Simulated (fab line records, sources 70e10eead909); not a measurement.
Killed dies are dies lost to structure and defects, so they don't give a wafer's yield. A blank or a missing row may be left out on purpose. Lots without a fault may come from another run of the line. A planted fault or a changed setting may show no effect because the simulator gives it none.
Which tool did it? | flow nand_harc | 7 lots, 21 wafers sampled, at 3 steps of a route of 1302

WHAT THE GAUGES READ, wafer by wafer
NHARC_A_BLC_CD_MEAS_10: target cd 100 nm.
lot  | measured     | on        | cd_nm (nm)
L780 | day 23 07:17 | cd_sem-03 | 100.4 99.6 99.5
L783 | day 24 21:17 | cd_sem-03 | 100.0 100.0 99.3
L786 | day 25 19:56 | cd_sem-03 | 101.1 99.5 100.2
L789 | day 26 11:47 | cd_sem-03 | 100.0 100.5 99.6
L794 | day 29 14:55 | cd_sem-02 | 99.2 99.1 99.8
L798 | day 31 00:59 | cd_sem-01 | 101.7 101.0 101.0
L801 | day 32 06:11 | cd_sem-01 | 99.6 101.6 100.2

WHICH TOOL RAN EACH LOT (tool, then ch and the chambers of the sampled wafers, then the start)
lot  | NHARC_A_CONTACT_CVD_19                   | NHARC_A_BLC_PEB_08
L780 | cvd_w-02 ch 0,1, day 23 07:12 or earlier | litho_track-04 ch 0, day 23 07:12
L783 | cvd_w-01 ch 0,1, day 24 21:13 or earlier | litho_track-06 ch 0, day 24 21:13
L786 | cvd_w-01 ch 0,1, day 25 19:52 or earlier | litho_track-04 ch 0, day 25 19:52
L789 | cvd_w-01 ch 1, day 26 11:43 or earlier   | litho_track-06 ch 0, day 26 11:43
L794 | cvd_w-01 ch 0,1, day 29 14:50 or earlier | litho_track-06 ch 0, day 29 14:50
L798 | cvd_w-02 ch 0,1, day 31 00:54 or earlier | litho_track-01 ch 0, day 31 00:54
L801 | cvd_w-01 ch 0,1, day 32 06:06 or earlier | litho_track-01 ch 0, day 32 06:06
- NHARC_A_CONTACT_CVD_19: deposits W, target thk 300 nm, time 802 s.
- NHARC_A_BLC_PEB_08: peb time 65 s.

THE ANSWER, worked out from the rows above alone
Rule: what is usual is taken from the lots themselves. Put in order of their means at a reading, lots are off if they are a third of the lots or fewer, leave a main group of 4 or more, and stand apart from it by a gap of 3 or more times the standard deviation of the main group's means; of several such gaps the widest counts. A main group whose means are all the same, to the digits that the tables above print for the reading, isn't used. A lot without any number at a reading at which 4 lots or more have one is off too. The other lots that the step has rows for count as sound.
No lot is off at any reading shown: from this, nothing can be told.

WHAT THE SIMULATOR HAD PUT IN
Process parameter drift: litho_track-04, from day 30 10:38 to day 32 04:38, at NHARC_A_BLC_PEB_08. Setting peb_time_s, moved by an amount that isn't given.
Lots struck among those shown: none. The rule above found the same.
